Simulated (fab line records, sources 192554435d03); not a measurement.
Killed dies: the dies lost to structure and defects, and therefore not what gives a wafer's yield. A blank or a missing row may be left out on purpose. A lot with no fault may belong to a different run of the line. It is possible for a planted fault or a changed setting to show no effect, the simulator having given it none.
Lot-split experiment :: flow n5-finfet :: route with 1938 steps; 7 lots, 21 wafers read

ON THE SPLIT
At N5_MIM_BOT_SPUTTER_00 (material TiN, target thk 35 nm, time 89.7 s), the setting time-s was moved away from the recipe's 89.7 s on 8 of the 21 wafers read, by -11.0% to +12.2%. For the rest of the wafers, this setting stayed at what the recipe calls for.

The reading is taken at the split's own step.

THE READING
TiN_of_MIM_BOT_SPUTTER_00.thk-nm (the simulator's own value, which no gauge read), in nm, at N5_MIM_BOT_SPUTTER_00 (material TiN, target thk 35 nm, time 89.7 s). No usual value for it is given in the file. Average 34.8 nm, standard deviation 0.46 nm, over the 13 wafers here run with the recipe.

wafer: L081.1
tool, chamber at the split: pvd-sputter-01, -
time-s as run, s: 89.7
against the recipe: recipe
TiN_of_MIM_BOT_SPUTTER_00.thk-nm, nm: 34.8
against lot-mates on the recipe: -

wafer: L081.5
tool, chamber at the split: pvd-sputter-01, -
time-s as run, s: 100.4
against the recipe: +11.9%
TiN_of_MIM_BOT_SPUTTER_00.thk-nm, nm: 38.6
against lot-mates on the recipe: +3.8

wafer: L081.6
tool, chamber at the split: pvd-sputter-01, -
time-s as run, s: 100.4
against the recipe: +11.9%
TiN_of_MIM_BOT_SPUTTER_00.thk-nm, nm: 38.6
against lot-mates on the recipe: +3.8

wafer: L079.1
tool, chamber at the split: pvd-sputter-02, -
time-s as run, s: 89.7
against the recipe: recipe
TiN_of_MIM_BOT_SPUTTER_00.thk-nm, nm: 35
against lot-mates on the recipe: -

wafer: L079.3
tool, chamber at the split: pvd-sputter-02, -
time-s as run, s: 89.7
against the recipe: recipe
TiN_of_MIM_BOT_SPUTTER_00.thk-nm, nm: 35.8
against lot-mates on the recipe: -

wafer: L079.4
tool, chamber at the split: pvd-sputter-02, -
time-s as run, s: 89.7
against the recipe: recipe
TiN_of_MIM_BOT_SPUTTER_00.thk-nm, nm: 35.2
against lot-mates on the recipe: -

wafer: L080.2
tool, chamber at the split: pvd-sputter-02, -
time-s as run, s: 89.7
against the recipe: recipe
TiN_of_MIM_BOT_SPUTTER_00.thk-nm, nm: 34.4
against lot-mates on the recipe: -

wafer: L080.6
tool, chamber at the split: pvd-sputter-02, -
time-s as run, s: 89.7
against the recipe: recipe
TiN_of_MIM_BOT_SPUTTER_00.thk-nm, nm: 34.4
against lot-mates on the recipe: -

wafer: L080.5
tool, chamber at the split: pvd-sputter-02, -
time-s as run, s: 79.79
against the recipe: -11.0%
TiN_of_MIM_BOT_SPUTTER_00.thk-nm, nm: 30.8
against lot-mates on the recipe: -3.6

wafer: L077.3
tool, chamber at the split: pvd-sputter-02, -
time-s as run, s: 83.21
against the recipe: -7.2%
TiN_of_MIM_BOT_SPUTTER_00.thk-nm, nm: 32
against lot-mates on the recipe: -2.4

wafer: L077.5
tool, chamber at the split: pvd-sputter-02, -
time-s as run, s: 83.21
against the recipe: -7.2%
TiN_of_MIM_BOT_SPUTTER_00.thk-nm, nm: 32.2
against lot-mates on the recipe: -2.2

wafer: L077.6
tool, chamber at the split: pvd-sputter-02, -
time-s as run, s: 89.7
against the recipe: recipe
TiN_of_MIM_BOT_SPUTTER_00.thk-nm, nm: 34.4
against lot-mates on the recipe: -

wafer: L085.1
tool, chamber at the split: pvd-sputter-02, -
time-s as run, s: 89.7
against the recipe: recipe
TiN_of_MIM_BOT_SPUTTER_00.thk-nm, nm: 35.2
against lot-mates on the recipe: -

wafer: L085.2
tool, chamber at the split: pvd-sputter-02, -
time-s as run, s: 100.6
against the recipe: +12.2%
TiN_of_MIM_BOT_SPUTTER_00.thk-nm, nm: 40.2
against lot-mates on the recipe: +5.0

wafer: L085.5
tool, chamber at the split: pvd-sputter-02, -
time-s as run, s: 100.6
against the recipe: +12.2%
TiN_of_MIM_BOT_SPUTTER_00.thk-nm, nm: 39.4
against lot-mates on the recipe: +4.2

wafer: L086.1
tool, chamber at the split: pvd-sputter-02, -
time-s as run, s: 89.7
against the recipe: recipe
TiN_of_MIM_BOT_SPUTTER_00.thk-nm, nm: 34.6
against lot-mates on the recipe: -

wafer: L086.5
tool, chamber at the split: pvd-sputter-02, -
time-s as run, s: 89.7
against the recipe: recipe
TiN_of_MIM_BOT_SPUTTER_00.thk-nm, nm: 34.6
against lot-mates on the recipe: -

wafer: L086.6
tool, chamber at the split: pvd-sputter-02, -
time-s as run, s: 89.7
against the recipe: recipe
TiN_of_MIM_BOT_SPUTTER_00.thk-nm, nm: 35.6
against lot-mates on the recipe: -

wafer: L088.1
tool, chamber at the split: pvd-sputter-03, -
time-s as run, s: 89.7
against the recipe: recipe
TiN_of_MIM_BOT_SPUTTER_00.thk-nm, nm: 34.4
against lot-mates on the recipe: -

wafer: L088.2
tool, chamber at the split: pvd-sputter-03, -
time-s as run, s: 89.7
against the recipe: recipe
TiN_of_MIM_BOT_SPUTTER_00.thk-nm, nm: 34.6
against lot-mates on the recipe: -

wafer: L088.5
tool, chamber at the split: pvd-sputter-03, -
time-s as run, s: 98.77
against the recipe: +10.1%
TiN_of_MIM_BOT_SPUTTER_00.thk-nm, nm: 38.4
against lot-mates on the recipe: +3.9

FIT RESULTS
A straight line over all 21 wafers: TiN_of_MIM_BOT_SPUTTER_00.thk-nm changes by +0.364 nm for each +1% of time-s; r = +0.98; the points scatter about the line by 0.48 nm.
The same after taking each lot's own level away (the mean of its wafers on the recipe; 21 wafers): +0.344 nm for each +1%; r = +0.99; scatter 0.33 nm.
Per that fit: largest time-s move, reading shift of 4.2 nm.
Across the lots, their own levels run from 34.40 to 35.33 nm, a range of 2.0 times the standard deviation given above.
Hence the lot-to-lot level has little effect on the slope; both slopes agree.
Check: with one of the wafers moved furthest among these (+12.2%) left out of the fit, the line predicts +4.08 nm for it against its lot-mates. Against them it came out at +5 nm.

THE FILE'S OWN FIT
TiN_of_MIM_BOT_SPUTTER_00.thk-nm changes by +0.348 nm for each +1% of time-s, r = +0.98.
